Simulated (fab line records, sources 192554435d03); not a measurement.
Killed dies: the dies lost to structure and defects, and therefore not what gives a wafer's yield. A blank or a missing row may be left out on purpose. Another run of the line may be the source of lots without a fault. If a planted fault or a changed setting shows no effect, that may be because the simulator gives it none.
Chamber matching -- flow n5-finfet -- N5_BEOL_M4_DESCUM_33 on rie-diel-01: 4 sister chambers
The step chemistry O2, time 7 s. 22 wafers are shown with their chamber, then 11 later ones without.

## WAFERS WITH THEIR CHAMBER
wafer,chamber,showerhead-plenum-p-Torr (Torr),throttle-valve-pct (%),drypump-motor-current-A (A)
L074.3,2,2.05,20.50,5.84
L074.5,0,2.04,20.46,5.70
L074.6,2,2.05,20.48,5.84
L078.4,0,2.04,20.47,5.71
L078.5,1,2.13,20.09,5.54
L078.6,2,2.05,20.51,5.87
L077.1,3,2.24,19.96,5.55
L077.4,1,2.13,20.09,5.52
L077.5,2,2.05,20.51,5.83
L081.2,3,2.24,19.95,5.47
L081.3,2,2.05,20.52,5.85
L081.5,3,2.24,19.97,5.48
L080.2,1,2.13,20.13,5.55
L080.3,0,2.04,20.48,5.70
L080.6,2,2.04,20.51,5.84
L082.2,1,2.13,20.11,5.50
L082.3,2,2.04,20.52,5.84
L082.4,3,2.24,19.97,5.50
L090.3,0,2.03,20.50,5.70
L090.5,0,2.03,20.52,5.70
L090.6,3,2.24,19.99,5.49
L093.1,3,2.23,19.99,5.52

SIGNATURES (means of the wafers above)
reading,chamber 0,chamber 1,chamber 2,chamber 3,scatter within a chamber
showerhead-plenum-p-Torr,2.0360,2.1300,2.0471,2.2383,0.00439
throttle-valve-pct,20.4860,20.1050,20.5071,19.9717,0.018
drypump-motor-current-A,5.7020,5.5275,5.8443,5.5017,0.0195
Rule: a wafer's distance from a chamber is the root of the sum, over the readings, of the square of ((its reading less the chamber's mean) divided by the reading's scatter). If the next closest chamber is less than 2 further off than the closest, the wafer can't be placed; otherwise it belongs to the closest. The scatter is the square root of a quotient: the sum, over the shown wafers, of each reading's squared deviation from its chamber's mean, divided by wafers minus chambers.

## WAFERS WITH NO CHAMBER GIVEN
wafer,showerhead-plenum-p-Torr (Torr),throttle-valve-pct (%),drypump-motor-current-A (A)
L093.3,2.12,20.16,5.52
L093.4,2.04,20.55,5.82
L092.3,2.04,20.55,5.85
L092.4,2.23,20.01,5.49
L092.5,2.12,20.17,5.48
L095.2,2.03,20.53,5.71
L095.5,2.03,20.52,5.72
L095.6,2.23,20.01,5.48
L096.2,2.03,20.53,5.68
L096.3,2.23,20.01,5.52
L096.5,2.03,20.57,5.89

## THE CHAMBER EACH PASSED THROUGH
wafer,from the rows above,in truth
L093.3,1,1
L093.4,2,2
L092.3,2,2
L092.4,3,3
L092.5,1,1
L095.2,0,0
L095.5,0,0
L095.6,3,3
L096.2,0,0
L096.3,3,3
L096.5,2,2
11 of 11 placed correctly. Can't be placed from these rows: 0. Number placed wrongly: 0.
